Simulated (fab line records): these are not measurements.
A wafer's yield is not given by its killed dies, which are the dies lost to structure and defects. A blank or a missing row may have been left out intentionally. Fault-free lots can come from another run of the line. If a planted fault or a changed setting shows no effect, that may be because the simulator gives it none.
Which tool is to blame? / flow n5 finfet / Sampling: 15 lots, 45 wafers, 4 of 1938 route steps

WHAT THE GAUGES SHOWED, per wafer
N5_PASSIVATION_OVL_MEAS_60.
lot=L169; measured=day 11 20:00; on=overlay-01; TV_OVL (nm)=-7 -4 4
lot=L172; measured=day 12 10:26; on=overlay-01; TV_OVL (nm)=-3 -10 0
lot=L171; measured=day 12 22:44; on=overlay-01; TV_OVL (nm)=0 -2 -2
lot=L176; measured=day 13 06:28; on=overlay-02; TV_OVL (nm)=-5 4 -3
lot=L174; measured=day 13 09:07; on=overlay-01; TV_OVL (nm)=2 1 10
lot=L177; measured=day 13 16:41; on=overlay-02; TV_OVL (nm)=-8 -8 -6
lot=L175; measured=day 13 19:04; on=overlay-02; TV_OVL (nm)=-4 -1 -4
lot=L178; measured=day 14 06:38; on=overlay-01; TV_OVL (nm)=1 -1 0
lot=L180; measured=day 15 07:43; on=overlay-02; TV_OVL (nm)=7 -4 -5
lot=L183; measured=day 15 07:53; on=overlay-02; TV_OVL (nm)=-3 -7 -8
lot=L179; measured=day 15 07:55; on=overlay-02; TV_OVL (nm)=-11 -3 1
lot=L181; measured=day 15 12:43; on=overlay-02; TV_OVL (nm)=3 0 -2
lot=L188; measured=day 16 14:28; on=overlay-02; TV_OVL (nm)=-4 -2 -4
lot=L192; measured=day 17 11:20; on=overlay-02; TV_OVL (nm)=-3 -8 -9
lot=L189; measured=day 17 16:13; on=overlay-01; TV_OVL (nm)=-5 1 -8

N5_PASSIVATION_OVL_MEAS_66.
lot=L169; measured=day 12 00:18; on=overlay-02; PASS_OPEN_OVL (nm)=2 1 8
lot=L172; measured=day 12 14:46; on=overlay-02; PASS_OPEN_OVL (nm)=4 4 -1
lot=L171; measured=day 13 02:39; on=overlay-02; PASS_OPEN_OVL (nm)=-1 1 -1
lot=L176; measured=day 13 11:41; on=overlay-02; PASS_OPEN_OVL (nm)=-1 -3 -3
lot=L174; measured=day 13 14:50; on=overlay-01; PASS_OPEN_OVL (nm)=9 -2 8
lot=L177; measured=day 13 21:43; on=overlay-01; PASS_OPEN_OVL (nm)=0 9 2
lot=L175; measured=day 13 22:43; on=overlay-01; PASS_OPEN_OVL (nm)=1 8 -1
lot=L178; measured=day 14 10:32; on=overlay-02; PASS_OPEN_OVL (nm)=1 1 2
lot=L180; measured=day 15 11:18; on=overlay-02; PASS_OPEN_OVL (nm)=0 -4 -3
lot=L183; measured=day 15 11:35; on=overlay-02; PASS_OPEN_OVL (nm)=2 1 6
lot=L179; measured=day 15 11:56; on=overlay-01; PASS_OPEN_OVL (nm)=-10 1 2
lot=L181; measured=day 15 16:41; on=overlay-02; PASS_OPEN_OVL (nm)=-10 -1 -6
lot=L188; measured=day 16 18:37; on=overlay-02; PASS_OPEN_OVL (nm)=- - -
lot=L192; measured=day 17 16:17; on=overlay-01; PASS_OPEN_OVL (nm)=- - -
lot=L189; measured=day 17 23:01; on=overlay-01; PASS_OPEN_OVL (nm)=- - -

EACH LOT AND THE TOOL THAT RAN IT (in order: tool; ch and the chambers of the sampled wafers; start)
lot=L169; N5_PASSIVATION_ETCH_59=rie metal-01 ch 1, day 11 22:55; N5_PASSIVATION_PEB_42=litho track-03 ch 0, day 12 00:09
lot=L172; N5_PASSIVATION_ETCH_59=rie metal-02 ch 0,1, day 12 13:26; N5_PASSIVATION_PEB_42=litho track-05 ch 0, day 12 14:37
lot=L171; N5_PASSIVATION_ETCH_59=rie metal-02 ch 0,1, day 13 01:08; N5_PASSIVATION_PEB_42=litho track-03 ch 0, day 13 02:30
lot=L176; N5_PASSIVATION_ETCH_59=rie metal-03 ch 0,1, day 13 10:29; N5_PASSIVATION_PEB_42=litho track-03 ch 0, day 13 11:32
lot=L174; N5_PASSIVATION_ETCH_59=rie metal-02 ch 1, day 13 13:38; N5_PASSIVATION_PEB_42=litho track-02 ch 0, day 13 14:41
lot=L177; N5_PASSIVATION_ETCH_59=rie metal-01 ch 0,1, day 13 20:32; N5_PASSIVATION_PEB_42=litho track-03 ch 0, day 13 21:33
lot=L175; N5_PASSIVATION_ETCH_59=rie metal-02 ch 0,1, day 13 21:16; N5_PASSIVATION_PEB_42=litho track-05 ch 0, day 13 22:34
lot=L178; N5_PASSIVATION_ETCH_59=rie metal-03 ch 0,1, day 14 09:13; N5_PASSIVATION_PEB_42=litho track-05 ch 0, day 14 10:23
lot=L180; N5_PASSIVATION_ETCH_59=rie metal-03 ch 0, day 15 10:07; N5_PASSIVATION_PEB_42=litho track-02 ch 0, day 15 11:09
lot=L183; N5_PASSIVATION_ETCH_59=rie metal-01 ch 0,1, day 15 10:18; N5_PASSIVATION_PEB_42=litho track-05 ch 0, day 15 11:26
lot=L179; N5_PASSIVATION_ETCH_59=rie metal-03 ch 0,1, day 15 10:37; N5_PASSIVATION_PEB_42=litho track-03 ch 0, day 15 11:47
lot=L181; N5_PASSIVATION_ETCH_59=rie metal-03 ch 0,1, day 15 15:29; N5_PASSIVATION_PEB_42=litho track-05 ch 0, day 15 16:32
lot=L188; N5_PASSIVATION_ETCH_59=rie metal-02 ch 0,1, day 16 17:18; N5_PASSIVATION_PEB_42=litho track-03, day 16 18:28
lot=L192; N5_PASSIVATION_ETCH_59=rie metal-01 ch 0,1, day 17 15:02; N5_PASSIVATION_PEB_42=litho track-05, day 17 16:08
lot=L189; N5_PASSIVATION_ETCH_59=rie metal-01 ch 0,1, day 17 21:48; N5_PASSIVATION_PEB_42=litho track-02, day 17 22:52
- N5_PASSIVATION_ETCH_59: etches TaN in Cl2/BCl3, target depth 65 nm, time 34.9 s.
- N5_PASSIVATION_PEB_42

AS READ BY THE TOOLS THEMSELVES (means over the sampled wafers that have a number; for cases with no such wafer, the mark the record gives instead)
N5_PASSIVATION_ETCH_59.
lot=L169; tool=rie metal-01; drypump motor current A (A)=6.3; oes product au (a.u.)=0.72; throttle valve pct (%)=21.54
lot=L172; tool=rie metal-02; drypump motor current A (A)=5.6; oes product au (a.u.)=0.74; throttle valve pct (%)=20.98
lot=L171; tool=rie metal-02; drypump motor current A (A)=5.8; oes product au (a.u.)=0.71; throttle valve pct (%)=21.18
lot=L176; tool=rie metal-03; drypump motor current A (A)=6.0; oes product au (a.u.)=0.90; throttle valve pct (%)=21.26
lot=L174; tool=rie metal-02; drypump motor current A (A)=5.9; oes product au (a.u.)=0.70; throttle valve pct (%)=21.35
lot=L177; tool=rie metal-01; drypump motor current A (A)=6.1; oes product au (a.u.)=0.79; throttle valve pct (%)=21.42
lot=L175; tool=rie metal-02; drypump motor current A (A)=5.6; oes product au (a.u.)=0.72; throttle valve pct (%)=21.02
lot=L178; tool=rie metal-03; drypump motor current A (A)=6.0; oes product au (a.u.)=0.89; throttle valve pct (%)=21.26
lot=L180; tool=rie metal-03; drypump motor current A (A)=5.9; oes product au (a.u.)=0.78; throttle valve pct (%)=21.07
lot=L183; tool=rie metal-01; drypump motor current A (A)=6.1; oes product au (a.u.)=0.78; throttle valve pct (%)=21.44
lot=L179; tool=rie metal-03; drypump motor current A (A)=6.0; oes product au (a.u.)=0.83; throttle valve pct (%)=21.17
lot=L181; tool=rie metal-03; drypump motor current A (A)=6.0; oes product au (a.u.)=0.82; throttle valve pct (%)=21.18
lot=L188; tool=rie metal-02; drypump motor current A (A)=5.8; oes product au (a.u.)=0.69; throttle valve pct (%)=21.21
lot=L192; tool=rie metal-01; drypump motor current A (A)=5.7; oes product au (a.u.)=0.83; throttle valve pct (%)=21.36
lot=L189; tool=rie metal-01; drypump motor current A (A)=6.0; oes product au (a.u.)=0.77; throttle valve pct (%)=21.44

N5_PASSIVATION_PEB_42.
lot=L169; tool=litho track-03; exhaust pa (Pa)=46.3
lot=L172; tool=litho track-05; exhaust pa (Pa)=44.3
lot=L171; tool=litho track-03; exhaust pa (Pa)=45.7
lot=L176; tool=litho track-03; exhaust pa (Pa)=44.2
lot=L174; tool=litho track-02; exhaust pa (Pa)=44.8
lot=L177; tool=litho track-03; exhaust pa (Pa)=44.9
lot=L175; tool=litho track-05; exhaust pa (Pa)=45.1
lot=L178; tool=litho track-05; exhaust pa (Pa)=44.3
lot=L180; tool=litho track-02; exhaust pa (Pa)=43.5
lot=L183; tool=litho track-05; exhaust pa (Pa)=45.8
lot=L179; tool=litho track-03; exhaust pa (Pa)=44.6
lot=L181; tool=litho track-05; exhaust pa (Pa)=44.7
lot=L188; tool=litho track-03; exhaust pa (Pa)=-
lot=L192; tool=litho track-05; exhaust pa (Pa)=-
lot=L189; tool=litho track-02; exhaust pa (Pa)=-

THE ANSWER, worked out from the rows above alone
Rule: the usual values come from the lots themselves. The widest of any qualifying gaps counts: lots, ordered by their means at a reading, are off when they make up no more than a third of the lots, leave a main group of 4 or more, and stand apart from it by 3 or more times the standard deviation of that group's means. The tables above print the reading to a certain number of digits; a main group whose means all agree to those digits is not used. Also off: a lot with no number at a reading for which 4 or more lots have one. All remaining lots with rows at the step are treated as sound. First the gauges in route order, then the tools' own readings, where a lot's mean is used as printed above. The first step at which some lot is off is used, and at that step the reading that is off furthest; a lot without a number counts as furthest.
Off: at N5_PASSIVATION_OVL_MEAS_66 (PASS_OPEN_OVL), L188, L192, L189. Without a number there: L188, L192, L189. Main group: mean 1 nm, sd 3.1.
If a tool, at a process step before that reading, ran all the lots that are off and no sound lot after the first of them, it fits. The gauges at N5_PASSIVATION_OVL_MEAS_66 aren't tried: what is off there is off at N5_PASSIVATION_PEB_42 too, on other tools, and a gauge's error can't cause that. Not one of the candidates tried fits.

WHAT WAS PUT IN BY THE SIMULATOR
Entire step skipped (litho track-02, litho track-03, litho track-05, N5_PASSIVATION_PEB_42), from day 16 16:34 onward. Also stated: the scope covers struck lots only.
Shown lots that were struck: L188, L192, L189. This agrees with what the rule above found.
